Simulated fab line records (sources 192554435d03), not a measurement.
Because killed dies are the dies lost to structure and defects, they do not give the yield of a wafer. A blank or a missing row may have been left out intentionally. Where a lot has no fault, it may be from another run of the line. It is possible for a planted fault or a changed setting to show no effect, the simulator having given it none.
Chamber matching || flow n5Finfet || N5_BEOL_M0_ALD_136 on aldMetal-02: 4 sister chambers
The step deposits TaN, pulse time 2 s, purge time 3 s, co reactant purge time 2 s. 8 wafers are shown with their chamber, then 11 later ones without.

## WAFERS WITH THEIR CHAMBER
{"wafer": "L078.4", "chamber": 1, "heaterPowerW (W)": 372}
{"wafer": "L087.1", "chamber": 1, "heaterPowerW (W)": 368}
{"wafer": "L087.2", "chamber": 0, "heaterPowerW (W)": 394}
{"wafer": "L087.3", "chamber": 2, "heaterPowerW (W)": 378}
{"wafer": "L087.5", "chamber": 2, "heaterPowerW (W)": 373}
{"wafer": "L090.4", "chamber": 3, "heaterPowerW (W)": 402}
{"wafer": "L090.6", "chamber": 0, "heaterPowerW (W)": 394}
{"wafer": "L093.2", "chamber": 3, "heaterPowerW (W)": 398}

## WAFERS WHOSE CHAMBER IS MISSING
{"wafer": "L093.3", "heaterPowerW (W)": 393}
{"wafer": "L093.4", "heaterPowerW (W)": 367}
{"wafer": "L094.3", "heaterPowerW (W)": 396}
{"wafer": "L094.5", "heaterPowerW (W)": 373}
{"wafer": "L094.6", "heaterPowerW (W)": 404}
{"wafer": "L095.2", "heaterPowerW (W)": 393}
{"wafer": "L095.5", "heaterPowerW (W)": 377}
{"wafer": "L095.6", "heaterPowerW (W)": 402}
{"wafer": "L096.1", "heaterPowerW (W)": 395}
{"wafer": "L096.2", "heaterPowerW (W)": 371}
{"wafer": "L096.5", "heaterPowerW (W)": 401}

## WHICH CHAMBER EACH WENT THROUGH
{"wafer": "L093.3", "from the rows above": 0, "in truth": 0}
{"wafer": "L093.4", "from the rows above": 1, "in truth": 1}
{"wafer": "L094.3", "from the rows above": "can't be placed: 0 or 3", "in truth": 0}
{"wafer": "L094.5", "from the rows above": "can't be placed: 2 or 1", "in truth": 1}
{"wafer": "L094.6", "from the rows above": 3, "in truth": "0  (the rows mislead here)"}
{"wafer": "L095.2", "from the rows above": 0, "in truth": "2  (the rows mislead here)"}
{"wafer": "L095.5", "from the rows above": 2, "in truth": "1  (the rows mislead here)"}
{"wafer": "L095.6", "from the rows above": 3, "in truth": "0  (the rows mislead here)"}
{"wafer": "L096.1", "from the rows above": "can't be placed: 0 or 3", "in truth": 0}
{"wafer": "L096.2", "from the rows above": "can't be placed: 1 or 2", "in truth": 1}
{"wafer": "L096.5", "from the rows above": 3, "in truth": 3}
Correct placement for 3 of the 11. Can't be placed from these rows: 4 (the true chamber is among the candidates in 4). 4 placed wrongly.
How it was worked out, from the rows above alone: a wafer's distance from a chamber is the root of the sum, over the readings, of the square of ((its reading less the chamber's mean) divided by the reading's scatter). The wafer belongs to the nearest chamber; if the next one is less than 2 further off, it can't be placed. Each chamber's mean is taken over the wafers shown for it. The scatter: take each reading less its chamber's mean, square it, sum over the shown wafers, divide by the number of wafers less the number of chambers, and take the root.
